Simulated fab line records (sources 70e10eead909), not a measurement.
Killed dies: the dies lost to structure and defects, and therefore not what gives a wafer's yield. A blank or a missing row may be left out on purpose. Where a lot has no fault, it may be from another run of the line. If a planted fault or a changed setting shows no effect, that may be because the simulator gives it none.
Chamber matching    flow nandHarc    4 sister chambers for NHARC_A_CHANNEL_FILL_D2_ALD_25 on aldHk-03
The step deposits SiOx, target thk 60 nm, pulse time 10 s, ald cycles 600. 8 wafers are shown with their chamber, then 7 later ones without.

EACH WAFER AND ITS CHAMBER
wafer   chamber  heaterPowerW (W)  susceptorTempC (C)
L078.2  0        421               300.15
L078.3  1        343               299.93
L078.6  0        422               300.23
L080.1  2        413               299.74
L080.2  3        474               300.06
L080.3  1        335               300.03
L087.1  3        455               300.16
L087.4  2        410               300.27

WAFERS WITH NO CHAMBER GIVEN
wafer   heaterPowerW (W)  susceptorTempC (C)
L087.6  341               300.10
L089.2  431               299.91
L089.5  455               300.13
L089.6  407               299.77
L093.2  451               299.75
L093.4  423               300.13
L093.1  350               300.23

WHICH CHAMBER EACH WENT THROUGH
wafer   from the rows above      in truth
L087.6  1                        1
L089.2  can't be placed: 0 or 2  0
L089.5  3                        3
L089.6  can't be placed: 2 or 0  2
L093.2  can't be placed: 3 or 0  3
L093.4  can't be placed: 0 or 2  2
L093.1  1                        1
Placed correctly: 3 of 7. Unplaceable from these rows: 4, with the true chamber sitting among the candidates in 4. Number placed wrongly: 0.
How it was worked out, from the rows above alone: a wafer's distance from a chamber is the root of the sum, over the readings, of the square of ((its reading less the chamber's mean) divided by the reading's scatter). If the next closest chamber is less than 2 further off than the closest, the wafer can't be placed; otherwise it belongs to the closest. The mean given for a chamber averages the wafers shown for that chamber. The scatter: take each reading less its chamber's mean, square it, sum over the shown wafers, divide by the number of wafers less the number of chambers, and take the root.
